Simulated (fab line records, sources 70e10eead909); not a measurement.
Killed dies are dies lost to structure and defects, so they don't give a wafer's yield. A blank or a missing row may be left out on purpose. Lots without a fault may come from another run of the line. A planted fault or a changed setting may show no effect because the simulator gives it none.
A struck lot beside a sound one | flow nand_harc | 14 steps out of a route of 1302
Sound: wafers L281.1, L281.3, L281.6. Struck: wafers L298.2, L298.6. (L298.4 of the same lot was not struck and is left out.) The cause comes at the end.
At each step with rows: each side's tool, then ch and its chambers, then its first start. Under that, the readings that differ: sound wafers | struck wafers | difference of the means | sigmas: that difference in standard deviations of wafers without a fault.
alike: readings whose means differ by less than 2 such deviations, and words and numbers that are the same on both sides. not compared: withheld readings, readings that some wafer has no value for, bounds like >300 that may hide the same value, and numbers for which the record gives no deviation and whose values overlap.
The two part at a step that has a row with sigmas, a row that says differs or no value, or rows on one side only. Numbers that don't overlap but have no deviation are shown without sigmas and don't part them. A reading that every wafer of one side lacks parts them only if that side has two wafers or more.

first, 4 steps without rows for these wafers: NHARC_A_WL_FILL_STRIP_28 (strips in post etch residue remover, time 1200 s); NHARC_A_WL_FILL_PRECLEAN_06 (cleans in DIW, time 300 s); NHARC_A_WL_FILL_SRD_07; NHARC_A_WL_FILL_ANNEAL_08 (time 1800 s).
NHARC_A_WL_FILL_ALD_10: deposits SiO2, target thk 50 nm, pulse time 10 s, ald cycles 500.
  sound on ald_hk-04 ch 2,3, day 20 13:31; struck on ald_hk-02 ch 1,2, day 28 01:07
  alike: heater_power_w, precursor_pulse_height_rel
NHARC_A_WL_FILL_ETCHBACK_16: etches the open film in C4F8/O2/Ar, target depth 120 nm, time 24 s.
  sound on rie_diel-08 ch 0,2,3; struck on rie_diel-06 ch 3
  alike: chamber_pressure_mTorr, oes_product_au, rf_vpp_V
  not compared: rf_hours_counter_h
NHARC_A_WL_FILL_STRIP_29: strips in O2, time 20 s.
  sound on rie_diel-08 ch 1,2, day 20 17:43; struck on rie_diel-06 ch 3, day 28 05:21
  alike: chamber_pressure_mTorr, drypump_motor_current_A, o2_flow_sccm, oes_product_au, rf_vpp_V, showerhead_plenum_p_Torr, throttle_valve_pct
  not compared: rf_hours_counter_h
NHARC_A_WL_FILL_ETCHBACK_17: etches the open film in Cl2/BCl3, target depth 4 nm, time 26.7 s.
  sound on rie_metal-03 ch 0, day 20 17:49; struck on rie_metal-02 ch 0,1, day 28 05:28
  alike: chamber_pressure_mTorr, drypump_motor_current_A, oes_product_au
  not compared: rf_hours_counter_h
then, 3 steps without rows for these wafers: NHARC_A_WL_FILL_PRECLEAN_18 (cleans in dHF, time 30 s); NHARC_A_WL_FILL_SRD_21; NHARC_A_WL_FILL_CVD_23 (deposits poly-Si, target thk 40 nm, time 800 s).
NHARC_A_WL_FILL_ETCHBACK_26: etches the open film in HBr, target depth 52 nm, time 13.3 s.
  sound on rie_si-02 ch 0,2, day 20 23:01; struck on rie_si-02 ch 1,3, day 28 10:39
  reading               | sound             | struck      | difference | sigmas
  oes_product_au (a.u.) | 0.994 0.993 0.991 | 0.909 0.899 | -0.089     | -10
  alike: chamber_pressure_mTorr, drypump_motor_current_A, throttle_valve_pct
  not compared: rf_hours_counter_h
then, 1 step without rows for these wafers: NHARC_A_WL_FILL_PRECLEAN_30 (cleans in dHF, time 10 s).
-- the record jumps here: 3 days lie between the struck wafers' starts before and after (it left off in module A_WL_FILL and takes up again in module END, whose first step shown is number 1302 of the route) --
NHARC_END_SORT_01:
  sound on prober-02 ch 0, day 24 16:10; struck on prober-02 ch 0, day 31 18:22
  alike: killed_at_array, killed_at_other, killed_at_periphery, killed_dies, killed_open, killed_short

WHERE THEY PART
Only at NHARC_A_WL_FILL_ETCHBACK_26, within this record. Later steps at which nothing parts them and some readings are alike: NHARC_END_SORT_01.

WHY: what the simulator had put in
Process parameter drift: rie_si-02, from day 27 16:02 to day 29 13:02, at NHARC_A_WL_FILL_ETCHBACK_26. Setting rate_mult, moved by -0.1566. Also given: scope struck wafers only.
